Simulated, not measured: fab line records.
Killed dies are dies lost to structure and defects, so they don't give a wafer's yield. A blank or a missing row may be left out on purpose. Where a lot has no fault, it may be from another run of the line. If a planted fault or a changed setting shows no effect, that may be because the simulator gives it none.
Which tool did it? || flow nand-harc || 6 lots, 18 wafers sampled, at 5 steps of a route of 1159

== WHAT THE GAUGES READ, wafer by wafer ==
NHARC_END_SORT_01.
lot || measured || on || killed-at-array

== WHICH TOOL RAN EACH LOT (tool, then ch and the chambers of the sampled wafers, then the start) ==
{"lot": "L989", "NHARC_A_STAIRCASE_STRIP_476": "rie-diel-02 ch 0,1,2, day 12 22:36", "NHARC_A_STAIRCASE_DEP_151": "pecvd-01 ch 1,2, day 13 13:22", "NHARC_A_STAIRCASE_DEP_322": "pecvd-02 ch 0,1, day 13 20:20", "NHARC_A_STAIRCASE_STRIP_475": "rie-diel-07 ch 2,3, day 14 17:58"}
{"lot": "L994", "NHARC_A_STAIRCASE_STRIP_476": "rie-diel-07 ch 0,2, day 13 09:52", "NHARC_A_STAIRCASE_DEP_151": "pecvd-02 ch 0,2, day 13 21:59", "NHARC_A_STAIRCASE_DEP_322": "pecvd-03 ch 0,1, day 14 05:56", "NHARC_A_STAIRCASE_STRIP_475": "rie-diel-07 ch 1,2,3, day 15 06:30"}
{"lot": "L997", "NHARC_A_STAIRCASE_STRIP_476": "rie-diel-08 ch 0,1, day 14 12:43", "NHARC_A_STAIRCASE_DEP_151": "pecvd-01 ch 1,2, day 15 03:46", "NHARC_A_STAIRCASE_DEP_322": "pecvd-01 ch 1,2, day 15 13:11", "NHARC_A_STAIRCASE_STRIP_475": "rie-diel-08 ch 2,3, day 16 11:59"}
{"lot": "L999", "NHARC_A_STAIRCASE_STRIP_476": "rie-diel-08 ch 0,1,2, day 15 00:54", "NHARC_A_STAIRCASE_DEP_151": "pecvd-01 ch 0,2, day 15 15:31", "NHARC_A_STAIRCASE_DEP_322": "pecvd-01 ch 1,2, day 15 23:25", "NHARC_A_STAIRCASE_STRIP_475": "rie-diel-08 ch 0,2,3, day 17 00:43"}
{"lot": "L108", "NHARC_A_STAIRCASE_STRIP_476": "rie-diel-07 ch 2,3, day 17 02:12", "NHARC_A_STAIRCASE_DEP_151": "pecvd-02 ch 1,2, day 17 11:47", "NHARC_A_STAIRCASE_DEP_322": "pecvd-01 ch 0,1, day 17 19:17", "NHARC_A_STAIRCASE_STRIP_475": "rie-diel-08 ch 0,2,3, day 18 21:53"}
{"lot": "L109", "NHARC_A_STAIRCASE_STRIP_476": "rie-diel-08 ch 1,2,3, day 17 08:32", "NHARC_A_STAIRCASE_DEP_151": "pecvd-01 ch 0,1,2, day 17 22:11", "NHARC_A_STAIRCASE_DEP_322": "pecvd-02 ch 0,2, day 18 09:44", "NHARC_A_STAIRCASE_STRIP_475": "rie-diel-07 ch 0,1,2, day 19 09:50"}
- NHARC_A_STAIRCASE_STRIP_476: strips in O2, time 20 s.
- NHARC_A_STAIRCASE_DEP_151: deposits SiO2, target thk 3800 nm.
- NHARC_A_STAIRCASE_DEP_322: deposits SiO2, target thk 3800 nm.
- NHARC_A_STAIRCASE_STRIP_475: strips in O2, time 20 s.

== THE ANSWER, worked out from the rows above alone ==
Rule: usual is defined by the lots themselves. The widest of any qualifying gaps counts: lots, ordered by their means at a reading, are off when they make up no more than a third of the lots, leave a main group of 4 or more, and stand apart from it by 3 or more times the standard deviation of that group's means. A main group whose means are all the same, to the digits that the tables above print for the reading, isn't used. Also off: a lot with no number at a reading for which 4 or more lots have one. The other lots that the step has rows for count as sound.
No lot is off on any of the readings shown, so nothing can be concluded from this.

== WHAT THE SIMULATOR HAD INSERTED ==
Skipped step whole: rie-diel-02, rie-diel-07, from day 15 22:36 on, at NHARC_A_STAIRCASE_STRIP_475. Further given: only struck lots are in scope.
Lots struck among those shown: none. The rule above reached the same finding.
